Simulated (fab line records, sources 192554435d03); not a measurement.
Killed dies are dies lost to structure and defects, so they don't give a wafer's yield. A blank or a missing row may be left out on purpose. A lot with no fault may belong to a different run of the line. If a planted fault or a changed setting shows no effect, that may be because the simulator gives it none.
What tool caused it? || flow n5 finfet || 36 wafers from 12 lots sampled at 6 of the route's 1938 steps

WHAT EACH GAUGE READ, for each wafer
N5_BEOL_M2_OVL_MEAS_29.
{"lot": "L076", "measured": "day 6 18:11", "on": "overlay-01", "V1_OVL (nm)": "1.1 0.9 1.1"}
{"lot": "L077", "measured": "day 7 09:24", "on": "overlay-01", "V1_OVL (nm)": "0.7 -0.3 0.9"}
{"lot": "L079", "measured": "day 8 00:16", "on": "overlay-01", "V1_OVL (nm)": "0.5 0.4 0.8"}
{"lot": "L081", "measured": "day 8 12:25", "on": "overlay-01", "V1_OVL (nm)": "0.7 0.2 0.9"}
{"lot": "L083", "measured": "day 8 17:44", "on": "overlay-01", "V1_OVL (nm)": "-0.2 -1.0 -0.2"}
{"lot": "L084", "measured": "day 9 09:56", "on": "overlay-02", "V1_OVL (nm)": "-0.5 -1.7 -0.2"}
{"lot": "L086", "measured": "day 10 19:32", "on": "overlay-01", "V1_OVL (nm)": "-0.4 -0.5 0.5"}
{"lot": "L088", "measured": "day 11 00:54", "on": "overlay-01", "V1_OVL (nm)": "0.9 0.2 0.9"}
{"lot": "L093", "measured": "day 11 21:41", "on": "overlay-01", "V1_OVL (nm)": "0.1 1.1 0.9"}
{"lot": "L094", "measured": "day 12 03:24", "on": "overlay-01", "V1_OVL (nm)": "0.3 -0.1 0.5"}
{"lot": "L092", "measured": "day 12 06:27", "on": "overlay-01", "V1_OVL (nm)": "-0.5 -0.3 0.2"}
{"lot": "L097", "measured": "day 13 03:11", "on": "overlay-01", "V1_OVL (nm)": "-1.0 -1.1 -0.8"}

TOOL THAT RAN EACH LOT (tool first, then ch and the chambers of the sampled wafers, then the start)
{"lot": "L076", "N5_BEOL_M1_SPUTTER_81": "pvd sputter-01, day 6 13:36", "N5_BEOL_M1_ANNEAL_89": "pvd sputter-01, day 6 14:07", "N5_BEOL_M1_SPUTTER_90": "pvd sputter-01, day 6 14:16", "N5_BEOL_M1_SPUTTER_94": "pvd sputter-01, day 6 14:42", "N5_BEOL_M2_ETCH_74": "rie diel-05 ch 1,2, day 6 17:26"}
{"lot": "L077", "N5_BEOL_M1_SPUTTER_81": "pvd sputter-03, day 7 01:52", "N5_BEOL_M1_ANNEAL_89": "pvd sputter-03, day 7 02:23", "N5_BEOL_M1_SPUTTER_90": "pvd sputter-03, day 7 02:31", "N5_BEOL_M1_SPUTTER_94": "pvd sputter-03, day 7 02:58", "N5_BEOL_M2_ETCH_74": "rie diel-04 ch 0,1,2, day 7 08:28"}
{"lot": "L079", "N5_BEOL_M1_SPUTTER_81": "pvd sputter-01, day 7 19:27", "N5_BEOL_M1_ANNEAL_89": "pvd sputter-01, day 7 19:58", "N5_BEOL_M1_SPUTTER_90": "pvd sputter-01, day 7 20:07", "N5_BEOL_M1_SPUTTER_94": "pvd sputter-01, day 7 20:33", "N5_BEOL_M2_ETCH_74": "rie diel-05 ch 0,1,2, day 7 23:22"}
{"lot": "L081", "N5_BEOL_M1_SPUTTER_81": "pvd sputter-03, day 8 06:59", "N5_BEOL_M1_ANNEAL_89": "pvd sputter-03, day 8 07:30", "N5_BEOL_M1_SPUTTER_90": "pvd sputter-03, day 8 07:38", "N5_BEOL_M1_SPUTTER_94": "pvd sputter-03, day 8 08:05", "N5_BEOL_M2_ETCH_74": "rie diel-05 ch 0,1,3, day 8 11:38"}
{"lot": "L083", "N5_BEOL_M1_SPUTTER_81": "pvd sputter-02, day 8 13:22", "N5_BEOL_M1_ANNEAL_89": "pvd sputter-02, day 8 13:53", "N5_BEOL_M1_SPUTTER_90": "pvd sputter-02, day 8 14:02", "N5_BEOL_M1_SPUTTER_94": "pvd sputter-02, day 8 14:28", "N5_BEOL_M2_ETCH_74": "rie diel-04 ch 2,3, day 8 16:57"}
{"lot": "L084", "N5_BEOL_M1_SPUTTER_81": "pvd sputter-03, day 9 04:51", "N5_BEOL_M1_ANNEAL_89": "pvd sputter-03, day 9 05:22", "N5_BEOL_M1_SPUTTER_90": "pvd sputter-03, day 9 05:31", "N5_BEOL_M1_SPUTTER_94": "pvd sputter-03, day 9 05:57", "N5_BEOL_M2_ETCH_74": "rie diel-06 ch 0,2,3, day 9 09:09"}
{"lot": "L086", "N5_BEOL_M1_SPUTTER_81": "pvd sputter-01, day 10 15:29", "N5_BEOL_M1_ANNEAL_89": "pvd sputter-01, day 10 16:00", "N5_BEOL_M1_SPUTTER_90": "pvd sputter-01, day 10 16:08", "N5_BEOL_M1_SPUTTER_94": "pvd sputter-01, day 10 16:35", "N5_BEOL_M2_ETCH_74": "rie diel-05 ch 0,3, day 10 18:38"}
{"lot": "L088", "N5_BEOL_M1_SPUTTER_81": "pvd sputter-02, day 10 20:21", "N5_BEOL_M1_ANNEAL_89": "pvd sputter-02, day 10 20:52", "N5_BEOL_M1_SPUTTER_90": "pvd sputter-02, day 10 21:01", "N5_BEOL_M1_SPUTTER_94": "pvd sputter-02, day 10 21:27", "N5_BEOL_M2_ETCH_74": "rie diel-05 ch 0,2, day 11 00:00"}
{"lot": "L093", "N5_BEOL_M1_SPUTTER_81": "pvd sputter-03, day 11 17:15", "N5_BEOL_M1_ANNEAL_89": "pvd sputter-03, day 11 17:46", "N5_BEOL_M1_SPUTTER_90": "pvd sputter-03, day 11 17:55", "N5_BEOL_M1_SPUTTER_94": "pvd sputter-03, day 11 18:21", "N5_BEOL_M2_ETCH_74": "rie diel-06 ch 0,3, day 11 20:44"}
{"lot": "L094", "N5_BEOL_M1_SPUTTER_81": "pvd sputter-03, day 11 22:53", "N5_BEOL_M1_ANNEAL_89": "pvd sputter-03, day 11 23:25", "N5_BEOL_M1_SPUTTER_90": "pvd sputter-03, day 11 23:33", "N5_BEOL_M1_SPUTTER_94": "pvd sputter-03, day 11 23:59", "N5_BEOL_M2_ETCH_74": "rie diel-06 ch 1,2,3, day 12 02:22"}
{"lot": "L092", "N5_BEOL_M1_SPUTTER_81": "pvd sputter-03, day 12 02:19", "N5_BEOL_M1_ANNEAL_89": "pvd sputter-03, day 12 02:50", "N5_BEOL_M1_SPUTTER_90": "pvd sputter-03, day 12 02:58", "N5_BEOL_M1_SPUTTER_94": "pvd sputter-03, day 12 03:25", "N5_BEOL_M2_ETCH_74": "rie diel-05 ch 0,1,3, day 12 05:28"}
{"lot": "L097", "N5_BEOL_M1_SPUTTER_81": "pvd sputter-03, day 12 22:58", "N5_BEOL_M1_ANNEAL_89": "pvd sputter-03, day 12 23:29", "N5_BEOL_M1_SPUTTER_90": "pvd sputter-03, day 12 23:38", "N5_BEOL_M1_SPUTTER_94": "pvd sputter-03, day 13 00:04", "N5_BEOL_M2_ETCH_74": "rie diel-05 ch 0,2,3, day 13 02:27"}
- N5_BEOL_M1_SPUTTER_81: material Cu, target thk 4.5 nm, time 8.29 s.
- N5_BEOL_M1_ANNEAL_89: time 240 s.
- N5_BEOL_M1_SPUTTER_90: material Cu, target thk 4.5 nm, time 8.29 s.
- N5_BEOL_M1_SPUTTER_94: material Cu, target thk 4.5 nm, time 8.29 s.
- N5_BEOL_M2_ETCH_74: etches underlayer in N2/H2, target depth 6.5 nm, time 5.2 s.

THE ANSWER, worked out from the rows above alone
Rule: usual is defined by the lots themselves. Put in order of their means at a reading, lots are off if they are a third of the lots or fewer, leave a main group of 4 or more, and stand apart from it by a gap of 3 or more times the standard deviation of the main group's means; of several such gaps the widest counts. A main group whose means are all the same, to the digits that the tables above print for the reading, isn't used. A lot without any number at a reading at which 4 lots or more have one is off too. All remaining lots with rows at the step are treated as sound.
None of the lots is off at any reading shown; this tells nothing.

WHAT THE SIMULATOR HAD INSERTED
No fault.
